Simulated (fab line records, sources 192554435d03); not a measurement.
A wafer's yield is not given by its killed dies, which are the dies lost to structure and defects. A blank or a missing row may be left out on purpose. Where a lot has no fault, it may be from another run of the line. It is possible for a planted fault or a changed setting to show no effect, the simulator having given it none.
The tool behind it: which one?    flow n5 finfet    7 lots with 21 wafers sampled at 7 steps, on a route of 1938 steps

== WHAT EACH GAUGE READ, for each wafer ==
N5_BEOL_M7_RS_MEAS_57: the measuring method here is four-point-probe.
lot   measured      on             M7_RS (ohm/sq)
L161  day 9 13:31   film metro-01  0.276 0.279 0.270
L167  day 10 15:35  film metro-02  0.290 0.310 0.288
L170  day 11 14:20  film metro-01  0.284 0.297 0.301
L171  day 11 19:32  film metro-02  0.290 0.298 0.289
L173  day 12 10:45  film metro-01  0.285 0.278 0.280
L175  day 12 19:19  film metro-02  0.285 0.292 0.304
L177  day 13 09:16  film metro-02  0.282 0.277 0.293

N5_BEOL_M8_CD_MEAS_11: the cd target is 38.5 nm.
lot   measured      on         cd nm (nm)
L161  day 9 17:05   cd sem-03  39.4 39.5 39.3
L167  day 10 17:59  cd sem-03  43.7 43.4 43.0
L170  day 11 16:20  cd sem-03  42.1 42.6 43.6
L171  day 11 21:08  cd sem-02  37.8 38.9 38.5
L173  day 12 12:22  cd sem-01  37.7 37.9 37.1
L175  day 12 21:02  cd sem-01  38.7 38.7 40.1
L177  day 13 12:00  cd sem-03  37.3 37.5 38.1

N5_BEOL_M8_OVL_MEAS_12.
lot   measured      on          M8_OVL (nm)
L161  day 9 17:07   overlay-01  -0.3 -0.4 -0.2
L167  day 10 18:01  overlay-02  0.7 0.0 1.4
L170  day 11 16:22  overlay-02  1.0 0.5 1.0
L171  day 11 21:10  overlay-02  0.8 1.2 -0.3
L173  day 12 12:23  overlay-02  1.2 -1.0 -0.4
L175  day 12 21:04  overlay-02  -0.1 0.0 0.2
L177  day 13 12:02  overlay-02  -0.5 -1.6 -1.6

N5_BEOL_M8_CD_MEAS_18: pitch 80 nm, target cd 40 nm.
lot   measured      on         cd nm (nm)
L161  day 9 17:49   cd sem-02  40.2 40.3 40.4
L167  day 10 20:11  cd sem-02  45.0 45.1 44.3
L170  day 11 16:53  cd sem-03  43.0 43.9 45.4
L171  day 11 21:46  cd sem-03  39.7 40.5 40.1
L173  day 12 12:55  cd sem-03  38.9 39.5 39.3
L175  day 12 21:44  cd sem-02  40.5 40.1 41.4
L177  day 13 12:41  cd sem-01  38.6 39.5 39.7

N5_BEOL_M15_RC_MEAS_101.
lot   measured      on         COMB_M10 (S/m)              COMB_M11 (S/m)              COMB_M12 (S/m)           COMB_M13 (S/m)           COMB_M14 (S/m)           COMB_M15 (S/m)           COMB_M5 (S/m)            COMB_M6 (S/m)            COMB_M7 (S/m)            COMB_M8 (S/m)            COMB_M9 (S/m)               SERP_M10 (ohm/um)  SERP_M11 (ohm/um)  SERP_M12 (ohm/um)  SERP_M13 (ohm/um)  SERP_M14 (ohm/um)  SERP_M5 (ohm/um)  SERP_M6 (ohm/um)  SERP_M6_max_site (ohm/um)  SERP_M7 (ohm/um)  SERP_M8 (ohm/um)  SERP_M8_max_site (ohm/um)  SERP_M9 (ohm/um)
L161  day 11 20:34  prober-01  1.48e-11 1.26e-11 1.28e-11  1.05e-11 1.22e-11 1.41e-11  7e-12 7.8e-12 7.3e-12    5.1e-12 4.1e-12 5.5e-12  2.3e-12 2.8e-12 2.9e-12  2.2e-12 2.4e-12 2.4e-12  3.9e-11 4.5e-11 4.1e-11  3.5e-11 2.6e-11 3e-11    3.8e-11 3.1e-11 3.2e-11  2.5e-11 2e-11 2.2e-11    1.2e-11 1.81e-11 1.23e-11   3.29 3.23 3.26     3.01 3.10 2.92     0.618 0.631 0.651  0.320 0.315 0.317  0.158 0.140 0.150  37.9 39.4 38.9    14.3 14.0 13.9    14.9 14.8 14.3             13.9 13.3 13.8    13.2 13.4 13.5    13.7 13.7 14.0             3.12 3.08 3.02
L167  day 13 03:55  prober-02  1.27e-11 1.25e-11 1.13e-11  1.32e-11 1.4e-11 1.39e-11   6.4e-12 6e-12 6.4e-12    5.4e-12 5.1e-12 6e-12    3.7e-12 3.3e-12 3.6e-12  2.4e-12 2e-12 1.8e-12    4.2e-11 5.1e-11 2.3e-11  2.8e-11 2.5e-11 2.3e-11  1.8e-11 3.1e-11 3.1e-11  2.3e-11 2.3e-11 2.5e-11  1.53e-11 1.3e-11 1.64e-11   3.20 3.14 3.04     2.93 3.06 2.97     0.613 0.638 0.609  0.315 0.317 0.310  0.163 0.159 0.157  42.2 38.3 38.5    13.1 12.9 14.6    14.3 14.0 15.2             14.0 14.5 13.5    11.7 11.6 11.8    12.1 12.1 12.2             3.06 3.09 3.01
L170  day 13 20:38  prober-01  7.8e-12 1.06e-11 1.49e-11   1.46e-11 1.55e-11 1.34e-11  7.5e-12 7.4e-12 7.5e-12  6.3e-12 5.6e-12 6.1e-12  4.8e-12 4.2e-12 4.9e-12  2.3e-12 3.4e-12 3e-12    3.7e-11 4.6e-11 4.7e-11  2.9e-11 2.3e-11 2.2e-11  2.5e-11 2.2e-11 3.1e-11  2.4e-11 2.4e-11 2.5e-11  1.73e-11 1.61e-11 1.55e-11  3.00 2.74 3.08     2.81 2.90 2.87     0.664 0.646 0.674  0.308 0.297 0.318  0.147 0.166 0.154  35.2 41.6 38.5    14.1 12.1 14.0    14.9 12.7 14.4             14.0 14.2 14.4    11.1 11.7 11.2    11.6 12.1 11.3             3.16 3.10 3.19
L171  day 14 07:43  prober-01  1.33e-11 1.7e-11 1.59e-11   2.15e-11 1.98e-11 1.26e-11  8e-12 6.2e-12 6e-12      7.1e-12 5.7e-12 5.9e-12  4.9e-12 3.8e-12 4.7e-12  2.6e-12 3.2e-12 2.5e-12  3.7e-11 3.2e-11 3.5e-11  2.3e-11 2.1e-11 2.2e-11  1.9e-11 2.3e-11 2.7e-11  2e-11 2.7e-11 2.5e-11    1.59e-11 1.51e-11 2.05e-11  3.05 3.07 3.09     3.19 2.98 2.98     0.613 0.637 0.633  0.309 0.317 0.317  0.151 0.149 0.145  37.0 37.7 36.3    12.4 13.2 12.0    13.0 13.7 12.2             14.9 15.3 14.7    13.7 13.6 14.2    14.5 14.0 14.7             3.02 3.01 2.81
L173  day 14 23:08  prober-02  1.65e-11 1.61e-11 1.36e-11  1.59e-11 1.41e-11 1.81e-11  5.4e-12 7.2e-12 5.8e-12  6.8e-12 6.1e-12 6.9e-12  5.6e-12 3.9e-12 5.8e-12  2.9e-12 3.2e-12 3.7e-12  3.5e-11 3.5e-11 3.1e-11  2.1e-11 2.5e-11 1.7e-11  1.7e-11 2.3e-11 2.9e-11  2.4e-11 2.2e-11 2.3e-11  1.42e-11 1.25e-11 1.08e-11  3.07 3.08 2.93     3.27 3.12 3.24     0.622 0.664 0.614  0.303 0.316 0.297  0.162 0.157 0.165  36.6 39.7 37.2    13.1 13.1 15.0    13.7 13.2 15.9             13.6 13.4 13.7    14.8 14.5 14.0    15.3 15.1 14.5             3.06 3.11 3.08
L175  day 15 12:08  prober-02  1.78e-11 1.71e-11 1.53e-11  1.4e-11 1.54e-11 1.61e-11   6.8e-12 9.4e-12 6.1e-12  5.5e-12 5e-12 3.8e-12    4.8e-12 3.2e-12 4.4e-12  2.6e-12 2.1e-12 2.8e-12  3.8e-11 6.2e-11 4.8e-11  3.2e-11 2.2e-11 2e-11    2.6e-11 2.9e-11 2.7e-11  2.2e-11 2.6e-11 3e-11    1.34e-11 1.28e-11 1.93e-11  2.94 3.21 3.34     2.97 2.88 2.84     0.627 0.676 0.620  0.310 0.313 0.303  0.161 0.165 0.162  36.7 36.3 38.3    13.3 14.7 13.3    13.5 15.3 13.5             13.1 14.3 14.3    13.3 14.4 13.2    13.4 14.8 13.7             2.99 3.07 3.15
L177  day 15 12:42  prober-01  1.14e-11 1.33e-11 1.63e-11  1.44e-11 1.02e-11 1.27e-11  7.7e-12 7.7e-12 8.4e-12  5.6e-12 5.4e-12 5.5e-12  3.9e-12 4.5e-12 5.8e-12  3.5e-12 3.2e-12 3.4e-12  3.1e-11 4.2e-11 3.2e-11  3.4e-11 2.6e-11 3.6e-11  1.9e-11 1.9e-11 2.9e-11  3.7e-11 2.7e-11 3.1e-11  1.38e-11 8.6e-12 1.02e-11   3.06 3.16 3.09     3.00 2.94 3.10     0.660 0.637 0.683  0.310 0.302 0.305  0.161 0.142 0.158  37.4 39.8 39.6    15.2 14.7 14.5    15.7 14.9 14.7             13.3 13.0 13.9    15.5 14.7 14.3    15.8 15.1 14.6             2.86 3.08 2.89

== WHICH TOOL RAN EACH LOT (tool, then ch and the chambers of the sampled wafers, then the start) ==
lot   N5_BEOL_M8_EXPOSE_08                N5_BEOL_M8_ETCH_62
L161  arfi scanner-01 ch 0, day 9 16:58   rie diel-05 ch 0,1, day 9 17:26
L167  arfi scanner-01 ch 0, day 10 17:52  rie diel-02 ch 0,1,3, day 10 19:47
L170  arfi scanner-01 ch 0, day 11 16:13  rie diel-02 ch 0,1,3, day 11 16:31
L171  arfi scanner-02 ch 0, day 11 21:01  rie diel-02 ch 0,1,2, day 11 21:23
L173  arfi scanner-02 ch 0, day 12 12:14  rie diel-01 ch 0,1,3, day 12 12:32
L175  arfi scanner-02 ch 0, day 12 20:54  rie diel-02 ch 1,2,3, day 12 21:14
L177  arfi scanner-03 ch 0, day 13 11:53  rie diel-02 ch 0,3, day 13 12:19
- N5_BEOL_M8_EXPOSE_08: exposes mask M8.
- N5_BEOL_M8_ETCH_62: etches SOC in N2/H2, target depth 110 nm, overetch 22 nm, time 165 s.

== AS READ BY THE TOOLS THEMSELVES (means over the sampled wafers that have a number; for cases with no such wafer, the mark the record gives instead) ==
N5_BEOL_M8_EXPOSE_08.
lot   tool             exposure dose mJ cm2  reticle temp C (C)
L161  arfi scanner-01  68.15                 22.99
L167  arfi scanner-01  75.72                 23.04
L170  arfi scanner-01  74.31                 22.97
L171  arfi scanner-02  68.16                 23.05
L173  arfi scanner-02  68.21                 23.02
L175  arfi scanner-02  68.16                 23.04
L177  arfi scanner-03  68.15                 23.16

N5_BEOL_M8_ETCH_62.
lot   tool         drypump motor current A (A)  n2 flow sccm (sccm)  oes product au (a.u.)  rf vpp V (V)  showerhead plenum p Torr (Torr)  throttle valve pct (%)
L161  rie diel-05  5.97                         199.9                0.60                   526           2.65                             18.21
L167  rie diel-02  5.61                         200.0                0.66                   525           2.55                             17.95
L170  rie diel-02  5.65                         200.9                0.65                   523           2.54                             17.96
L171  rie diel-02  5.63                         199.8                0.67                   523           2.52                             17.85
L173  rie diel-01  5.69                         200.1                0.66                   525           2.54                             17.81
L175  rie diel-02  5.49                         199.6                0.66                   524           2.55                             17.93
L177  rie diel-02  5.53                         199.5                0.60                   521           2.47                             18.06

== THE ANSWER, worked out from the rows above alone ==
Rule: what is usual is taken from the lots themselves. Put in order of their means at a reading, lots are off if they are a third of the lots or fewer, leave a main group of 4 or more, and stand apart from it by a gap of 3 or more times the standard deviation of the main group's means; of several such gaps the widest counts. A main group is skipped when, at the precision printed for the reading in the tables above, its means are all equal. Also off: a lot with no number at a reading for which 4 or more lots have one. The other lots that the step has rows for count as sound. First the gauges in route order, then the tools' own readings, where a lot's mean is used as printed above. The first step at which some lot is off is used, and at that step the reading that is off furthest; a lot without a number counts as furthest.
Off: L167, L170, at N5_BEOL_M8_CD_MEAS_11 (cd nm). The main group: mean 38.4 nm, standard deviation 0.76.
If a tool, at a process step before that reading, ran all the lots that are off and no sound lot after the first of them, it fits. The gauges at N5_BEOL_M8_CD_MEAS_11 aren't tried: what is off there is off at N5_BEOL_M15_RC_MEAS_101 too, on other tools, and a gauge's error can't cause that. One fits: arfi scanner-01 at N5_BEOL_M8_EXPOSE_08. A fault onset in the window from L161 (day 9 16:58, its last sound lot) to L167 (day 10 17:52, its first lot off) fits.
On the lots that are off, the tool's own readings at N5_BEOL_M8_EXPOSE_08 differ by more than 5 times the standard deviation of the sound lots' means, which bears it out; exposure dose mJ cm2 reads 75.02 there versus 68.17 on the sound lots.

== WHAT THE SIMULATOR PUT IN ==
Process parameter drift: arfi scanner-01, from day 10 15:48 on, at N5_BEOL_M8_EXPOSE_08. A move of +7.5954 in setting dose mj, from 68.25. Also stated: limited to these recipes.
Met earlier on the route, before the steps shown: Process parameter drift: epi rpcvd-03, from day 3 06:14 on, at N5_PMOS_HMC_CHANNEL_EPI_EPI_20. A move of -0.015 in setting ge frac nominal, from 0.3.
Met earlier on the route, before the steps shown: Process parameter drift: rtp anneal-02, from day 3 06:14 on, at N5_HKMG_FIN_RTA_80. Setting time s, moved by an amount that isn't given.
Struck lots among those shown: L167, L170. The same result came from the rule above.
